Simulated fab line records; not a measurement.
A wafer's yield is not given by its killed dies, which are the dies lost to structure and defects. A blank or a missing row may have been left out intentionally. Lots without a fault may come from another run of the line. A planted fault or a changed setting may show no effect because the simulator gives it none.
A lot that was struck, set against a sound lot -- flow n5-finfet -- 17 out of 1938 route steps
Sound: wafers L568.1, L568.2, L568.5. Struck: wafers L582.2, L582.3, L582.6. Last of all comes the cause.
At each step with rows: each side's tool, then ch and its chambers, then its first start. Under that, the readings that differ: sound wafers -- struck wafers -- difference of the means -- sigmas: that difference in standard deviations of wafers without a fault.
alike: same words and numbers on both sides, and readings whose means sit less than 2 such deviations apart. not compared: any withheld reading, any reading some wafer has no value for, any bound like >300 that may hide the same value, and any number with overlapping values for which the record gives no deviation.
Wherever a step has rows on one side only, a row that says differs or no value, or a row with sigmas, the two part there. When numbers do not overlap yet have no deviation, they are printed without sigmas and do not part them. A reading that every wafer of one side lacks parts them only if that side has two wafers or more.

first, 8 steps without rows for these wafers: N5_BEOL_M9_PRE_CLEAN_55 (time 15 s); N5_BEOL_M9_DEP_56 (deposits SiCN from 3MS/NH3, target thk 15 nm, time 26.5 s); N5_BEOL_M10_ILD_DEP_00 (deposits SiCOH lowk from DEMS/porogen, target thk 308.51 nm, time 58 s); N5_BEOL_M10_CURE_71 (cures SiCOH lowk, time 240 s); N5_BEOL_M10_PECVD_70 (deposits SiO2 from TEOS/O2, target thk 20 nm, time 22.7 s); N5_BEOL_M10_HM_DEP_02 (deposits TiN, target thk 20 nm); N5_BEOL_M10_COAT_59 (time 60 s, resist thk 100 nm); N5_BEOL_M10_COAT_60 (time 60 s, resist thk 30 nm).
N5_BEOL_M10_COAT_05: resist thk 90 nm.
  sound on litho-track-05 ch 0, day 10 09:06; struck on litho-track-05 ch 0, day 14 11:22
reading,sound,struck,difference,sigmas
spin-speed-rpm (rpm),1500.4 1498.8 1499.5,1572.6 1572.6 1571.8,+72.8,+79
model.CAR-ArF_of_BEOL_M10_COAT_05.thk-nm (nm),90.2 90.2 90.2,87.6 87.8 87.2,-2.7,
then, 6 steps without rows for these wafers: N5_BEOL_M10_EBR_07; N5_BEOL_M10_SOFTBAKE_06 (time 60 s); N5_BEOL_M10_EXPOSE_08 (exposes mask M10); N5_BEOL_M10_PEB_09 (peb time 60 s); N5_BEOL_M10_DEVELOP_10 (develop time 30 s); N5_BEOL_M10_DESCUM_16 (chemistry O2, time 7.9 s).
N5_BEOL_M10_ETCH_61: etches SiARC in CF4, target depth 39 nm, time 65 s.
  sound on rie-diel-02 ch 0,1,3, day 10 09:35; struck on rie-diel-02 ch 0,1,2, day 14 11:44
reading,sound,struck,difference,sigmas
model.CAR-ArF_of_BEOL_M10_COAT_05.thk-nm (nm),55.8 55.8 55.8,53.4 53.2 53,-2.6,
  alike: drypump-motor-current-A, etch-rf-on-time-s, oes-product-au, rf-vpp-V, showerhead-plenum-p-Torr, throttle-valve-pct
  not compared: rf-hours-counter-h
then, 1 step without rows for these wafers: N5_BEOL_M10_ETCH_62 (etches SOC in N2/H2, target depth 110 nm, overetch 22 nm, time 165 s).

WHERE THEY PART
N5_BEOL_M10_COAT_05 only, going by this record. Later steps at which nothing parts them and some readings are alike: N5_BEOL_M10_ETCH_61.

WHY: the cause the simulator had injected
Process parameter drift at N5_BEOL_M10_COAT_05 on litho-track-05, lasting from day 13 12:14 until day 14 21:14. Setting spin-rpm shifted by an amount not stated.
